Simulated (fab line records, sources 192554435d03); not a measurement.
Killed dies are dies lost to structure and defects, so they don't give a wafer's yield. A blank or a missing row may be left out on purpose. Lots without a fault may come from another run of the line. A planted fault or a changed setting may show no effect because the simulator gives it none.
fab line records | flow n5_finfet
record lots=10 wafers=30 last_day=18
route steps=1938 shown MOL_CONTACT_COAG@630 BEOL_M0_SAQP@650 BEOL_M4@1111
lots that met no fault: from a run of the same line without faults
start_h: hours from the record's first day to the start of the lot's first wafer shown | wait_h: hours since the lot's step before | " the same as in the row above | L1.1+2: a row that stands for several wafers | - no value, or no start given | * or withheld: withheld | < > ~ a bound
route shown NAME@n: a module of which the file shows steps, and the number in the route of the first | usual: mean/standard deviation of fault-free wafers | same: alike in all rows | chamber/n: place in a boat | sites: the reading at each site | _std_site: their standard deviation | _edge_site: outer sites' mean less inner sites' | radius_mm: how far each site lies from the wafer's centre | mask NAME#n: copy n | behind: the tool/chamber that last shaped the wafer | hold: why the lot was held/for how many hours/how that ended | device: the transistor (n, p or np) that didn't switch | end of line: the same wafers' tests at the end of the route | a step without rows: its recipe alone | killed: dies lost to structure and defects at the first sort, not the wafer's yield | map: a wafer's dies, x killed, . not, _ none there
set.NAME: the setting as run; set.NAME@STEP: as run at that earlier step | model.NAME: the simulator's own value behind a step, which no gauge read
steps of the route over a sample of lots; a table a step, a row a wafer
services: from which hour (start_h, from the record's first day; less than 0 if before it) a tool's chamber was out of use, for how many hours, and why
## steps
# step N5_MOL_CONTACT_COAG_INSPECT_97
# recipe inspect_instrument=darkfield mode=post_anneal
# usual raw_defect_count=40/16
# columns lot.wafer tool chamber start_h wait_h raw_defect_count
L937.2 defect_inspect-02 - 156.69 0.0 35
L937.4 " - " " 41
L937.6 " - " " 47
L940.1 defect_inspect-02 - 174.78 0.0 47
L940.3 " - " " 73
L940.5 " - " " 32
L941.2 defect_inspect-02 - 182.45 0.0 48
L941.3 " - " " 31
L941.6 " - " " 48
L942.1 defect_inspect-01 - 185.43 0.0 44
L942.3 " - " " 56
L942.6 " - " " 42
L943.1 defect_inspect-02 - 193.85 0.0 8
L943.4 " - " " 34
L943.6 " - " " 38
L944.1 defect_inspect-02 - 197.92 0.0 43
L944.5 " - " " 27
L944.6 " - " " 17
L945.1 defect_inspect-02 - 202.47 0.0 20
L945.3 " - " " 39
L945.4 " - " " 35
L948.1 defect_inspect-01 - 220.73 0.0 47
L948.3 " - " " 68
L948.4 " - " " 37
L951.1 defect_inspect-01 - 243.77 0.0 22
L951.4 " - " " 16
L951.5 " - " " 37
L952.1 defect_inspect-01 - 256.32 0.0 30
L952.3 " - " " 41
L952.5 " - " " 19
# step N5_BEOL_M0_SAQP_OVL_MEAS_15
# recipe points_per_wafer=44
# usual M0_CORE_OVL=0.1/0.64
# columns lot.wafer tool chamber start_h wait_h M0_CORE_OVL[nm]
L937.2 overlay-02 0 157.80 0.0 -0.3
L937.4 " 0 " " 0.7
L937.6 " 0 " " 0.3
L940.1 overlay-01 0 175.91 0.0 0.4
L940.3 " 0 " " 0.1
L940.5 " 0 " " -1.4
L941.2 overlay-01 0 184.02 0.0 -0.1
L941.3 " 0 " " 0.7
L941.6 " 0 " " 1.1
L942.1 overlay-01 0 188.52 0.0 0.9
L942.3 " 0 " " 0.2
L942.6 " 0 " " 0.9
L943.1 overlay-02 0 199.79 0.0 -0.4
L943.4 " 0 " " -0.5
L943.6 " 0 " " 0.5
L944.1 overlay-02 0 199.83 0.0 -0.2
L944.5 " 0 " " -0.3
L944.6 " 0 " " -0.5
L945.1 overlay-01 0 204.76 0.0 -0.9
L945.3 " 0 " " -0.9
L945.4 " 0 " " 0.5
L948.1 overlay-02 0 222.00 0.0 -0.1
L948.3 " 0 " " 0.6
L948.4 " 0 " " 0.2
L951.1 overlay-01 0 247.01 0.0 0.0
L951.4 " 0 " " -0.1
L951.5 " 0 " " 0.1
L952.1 overlay-01 0 257.46 0.0 0.2
L952.3 " 0 " " 0.0
L952.5 " 0 " " -0.1
# step N5_BEOL_M0_SAQP_INSPECT_16
# recipe mode=adi inspect_instrument=brightfield
# usual raw_defect_count=483/130
# columns lot.wafer tool chamber start_h wait_h raw_defect_count
L937.2 defect_inspect-02 - 157.83 0.0 609
L937.4 " - " " 364
L937.6 " - " " 430
L940.1 defect_inspect-01 - 175.93 0.0 502
L940.3 " - " " 496
L940.5 " - " " 334
L941.2 defect_inspect-02 - 184.04 0.0 344
L941.3 " - " " 360
L941.6 " - " " 388
L942.1 defect_inspect-02 - 188.54 0.0 394
L942.3 " - " " 594
L942.6 " - " " 404
L943.1 defect_inspect-01 - 199.81 0.0 378
L943.4 " - " " 349
L943.6 " - " " 425
L944.1 defect_inspect-02 - 199.85 0.0 376
L944.5 " - " " 655
L944.6 " - " " 383
L945.1 defect_inspect-02 - 204.78 0.0 337
L945.3 " - " " 441
L945.4 " - " " 351
L948.1 defect_inspect-01 - 222.03 0.0 317
L948.3 " - " " 435
L948.4 " - " " 317
L951.1 defect_inspect-02 - 247.03 0.0 640
L951.4 " - " " 421
L951.5 " - " " 497
L952.1 defect_inspect-01 - 257.49 0.0 483
L952.3 " - " " 314
L952.5 " - " " 394
# step N5_BEOL_M0_SAQP_STRIP_86
# recipe chemistry=N2/H2 power_w=500 temp_c=40 pressure_mtorr=50 rf_frequency_hz=6e+07 overash_fraction=0.3 bias_power_w=28 h2_frac=0.5 n2_flow_sccm=300 h2_flow_sccm=300
# usual drypump_motor_current_A=5.8/0.42 h2_flow_sccm=299.8/0.9 oes_product_au=0.76/0.087 rf_vpp_V=121.7/1.5 showerhead_plenum_p_Torr=3.31/0.1 throttle_valve_pct=18.9/0.31
# same overash_fraction=0.3
# columns lot.wafer tool chamber start_h wait_h drypump_motor_current_A h2_flow_sccm oes_product_au rf_hours_counter_h rf_vpp_V showerhead_plenum_p_Torr throttle_valve_pct
L937.2 rie_diel-03 2 158.34 0.1 6.2 299.9 0.73 159 118.4 3.23 19.4
L937.4 " 1 " " 4.7 299.7 0.66 248 121.6 3.43 18.9
L937.6 " 1 " " 4.7 299.8 0.66 - 121.7 3.43 18.9
L940.1 rie_diel-04 1 176.37 0.1 6.1 300.3 0.75 156 124.0 3.50 18.9
L940.3 " 3 " " 5.8 298.3 0.72 212 120.6 3.32 19.2
L940.5 " 1 " " 6.1 299.2 0.76 - 121.4 3.50 18.9
L941.2 rie_diel-04 1 184.45 0.1 6.1 299.8 0.75 158 124.3 3.50 18.9
L941.3 " 3 " " 5.8 298.8 0.72 214 123.8 3.32 19.2
L941.6 " 2 " " 5.7 300.4 0.67 - 122.8 3.30 19.2
L942.1 rie_diel-03 3 188.95 0.1 6.2 299.1 0.80 107 121.9 3.25 18.9
L942.3 " 2 " " 6.2 298.2 0.73 168 119.5 3.22 19.4
L942.6 " 3 " " 6.2 299.4 0.79 - 120.4 3.25 18.9
L943.1 rie_diel-04 2 200.22 0.1 5.7 270.7 0.99 0 123.2 3.22 17.4
L943.4 " 1 " " 6.1 269.8 0.75 165 123.4 3.41 17.5
L943.6 " 1 " " 6.1 269.0 0.75 - 121.3 3.41 17.6
L944.1 rie_diel-04 2 200.26 0.1 5.7 269.8 1.00 0 121.5 3.22 17.4
L944.5 " 3 " " 5.8 269.9 0.72 - 122.3 3.24 17.9
L944.6 " 2 " " 5.7 269.6 0.99 - 121.6 3.22 17.4
L945.1 rie_diel-02 0 205.19 0.1 5.7 301.5 0.75 154 123.0 3.36 19.3
L945.3 " 3 " " 6.3 299.2 0.96 4 122.8 3.44 18.7
L945.4 " 1 " " 5.7 301.1 0.75 145 121.8 3.10 18.4
L948.1 rie_diel-04 1 222.63 0.1 6.1 270.9 0.75 171 120.1 3.40 17.5
L948.3 " 3 " " 5.8 269.5 0.72 228 122.8 3.23 17.9
L948.4 " 0 " " 5.6 268.3 0.69 216 119.5 3.24 17.8
L951.1 rie_diel-03 1 247.44 0.1 4.8 300.7 0.95 16 122.6 3.42 18.5
L951.4 " 0 " " 6.2 299.3 0.73 198 122.7 3.20 18.6
L951.5 " 2 " " 6.2 299.5 0.71 - 118.7 3.21 19.4
L952.1 rie_diel-03 0 257.89 0.1 6.1 298.7 0.74 200 120.4 3.20 18.6
L952.3 " 2 " " 6.2 299.6 0.72 189 119.5 3.21 19.4
L952.5 " 0 " " 6.1 299.9 0.73 - 122.6 3.20 18.6
# step N5_BEOL_M4_RC_MEAS_101
# usual DIBL_N=35.7/1.3 DIBL_P=35.4/1.8 IOFF_N=0.152/0.027 IOFF_P=0.20/0.034 ION_N=672/9.8 ION_P=461/7.5 SS_N=71.4/0.55 SS_P=73.1/0.61 VT_N=251/3.3 VT_P=-251/3.6
# columns lot.wafer tool chamber start_h wait_h DIBL_N[mV/V] DIBL_P[mV/V] IOFF_N[nA/um] IOFF_P[nA/um] ION_N[uA/um] ION_P[uA/um] SS_N[mV/dec] SS_P[mV/dec] VT_N[mV] VT_P[mV]
L937.2 prober-02 0 218.47 0.6 33.7 32.3 0.114 0.16 666 458 70.7 72.2 256 -253
L937.4 " 0 " " 35.1 34.0 0.131 0.19 674 463 71.6 72.7 255 -253
L937.6 " 0 " " 33.6 32.7 0.112 0.17 666 467 72.0 72.5 255 -255
L940.1 prober-02 0 236.93 0.0 37.6 35.4 0.182 0.22 679 466 71.1 72.9 245 -248
L940.3 " 0 " " 37.1 35.1 0.195 0.23 686 469 70.6 73.9 244 -245
L940.5 " 0 " " 36.1 34.5 0.168 0.21 684 468 70.3 73.2 244 -248
L941.2 prober-02 0 240.16 0.2 35.2 34.3 0.139 0.16 649 445 71.2 73.1 252 -256
L941.3 " 0 " " 34.1 33.3 0.125 0.15 659 449 70.1 73.0 251 -256
L941.6 " 0 " " 35.6 35.7 0.146 0.17 653 445 71.2 73.2 254 -256
L942.1 prober-02 0 241.33 0.2 34.1 33.8 0.115 0.16 656 450 71.3 72.5 254 -253
L942.3 " 0 " " 35.7 35.6 0.138 0.18 673 454 72.0 72.6 254 -255
L942.6 " 0 " " 36.3 36.0 0.146 0.19 661 452 71.7 73.2 253 -254
L944.1 prober-01 0 256.09 0.0 35.6 34.7 0.137 0.17 675 451 71.7 73.1 254 -254
L944.5 " 0 " " 35.8 35.1 0.145 0.18 665 456 71.5 73.2 253 -256
L944.6 " 0 " " 37.4 37.0 0.172 0.21 670 454 71.8 73.4 250 -251
L943.1 prober-01 0 260.59 0.0 36.5 35.6 0.155 0.21 667 460 71.5 73.4 252 -252
L943.4 " 0 " " 36.3 37.1 0.163 0.23 668 465 71.2 72.8 250 -247
L943.6 " 0 " " 35.8 35.7 0.149 0.20 663 460 71.9 72.5 250 -248
L945.1 prober-01 0 261.82 0.0 35.0 34.7 0.129 0.19 657 458 71.1 73.4 253 -250
L945.3 " 0 " " 34.2 32.8 0.116 0.16 658 456 71.4 72.4 257 -252
L945.4 " 0 " " 34.6 33.7 0.115 0.17 653 453 70.1 72.1 256 -250
L948.1 prober-01 0 275.44 0.0 35.3 34.9 0.143 0.18 676 459 71.4 72.9 252 -253
L948.3 " 0 " " 34.3 33.2 0.123 0.17 666 457 70.4 72.6 254 -254
L948.4 " 0 " " 34.0 33.3 0.126 0.18 667 460 70.9 72.6 252 -252
L951.1 prober-01 0 308.16 0.0 34.3 34.6 0.123 0.18 663 458 71.2 72.0 253 -252
L951.4 " 0 " " 36.4 36.6 0.150 0.20 673 464 71.5 73.5 250 -250
L951.5 " 0 " " 35.3 35.2 0.124 0.17 667 456 71.2 72.7 253 -251
L952.1 prober-02 0 318.48 0.0 34.8 33.5 0.121 0.19 674 459 70.5 73.0 254 -252
L952.3 " 0 " " 33.8 32.4 0.104 0.17 653 457 70.8 72.3 259 -253
L952.5 " 0 " " 35.4 34.7 0.132 0.20 668 467 71.3 73.0 252 -249
## services
# columns tool chamber start_h hours kind
rie_diel-02 2 143.09 - clean
rie_diel-02 2 143.09 - consumable_replace:focus_ring
rie_diel-02 2 143.09 35.0 scheduled_down
rie_diel-02 2 143.09 35.0 vent_cycle
rie_diel-03 1 170.57 - clean
rie_diel-03 1 170.57 - consumable_replace:focus_ring
rie_diel-03 1 170.57 23.4 scheduled_down
rie_diel-03 1 170.57 23.4 vent_cycle
rie_diel-02 3 178.06 - clean
rie_diel-02 3 178.06 - consumable_replace:focus_ring
rie_diel-02 3 178.06 12.3 scheduled_down
rie_diel-02 3 178.06 12.3 vent_cycle
rie_diel-04 2 185.70 - clean
rie_diel-04 2 185.70 - consumable_replace:focus_ring
rie_diel-04 2 250.08 2.5 repair
rie_diel-04 3 257.50 8.1 repair
## key
first_sign step=N5_BEOL_M0_SAQP_STRIP_86 reading=h2_flow_sccm direction=down sigmas=33 usual=299.8 struck=269.7
effect step=N5_BEOL_M0_SAQP_STRIP_86 reading=throttle_valve_pct direction=down sigmas=4.2 usual=* struck=*
met_at N5_BEOL_M0_SAQP_STRIP_86
struck_lots L943,L944,L948
not_acting_at N5_MOL_CONTACT_COAG_INSPECT_97,N5_BEOL_M0_SAQP_OVL_MEAS_15,N5_BEOL_M0_SAQP_INSPECT_16
onset_between 184.45 200.22
fault kind=process_parameter_drift tool=rie_diel-04 chamber=- onset_h=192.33 steps=N5_BEOL_M0_SAQP_STRIP_86 channel=h2_flow_sccm offset=-30 shape=step end_h=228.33 acts_in=these_recipes_only stated=300
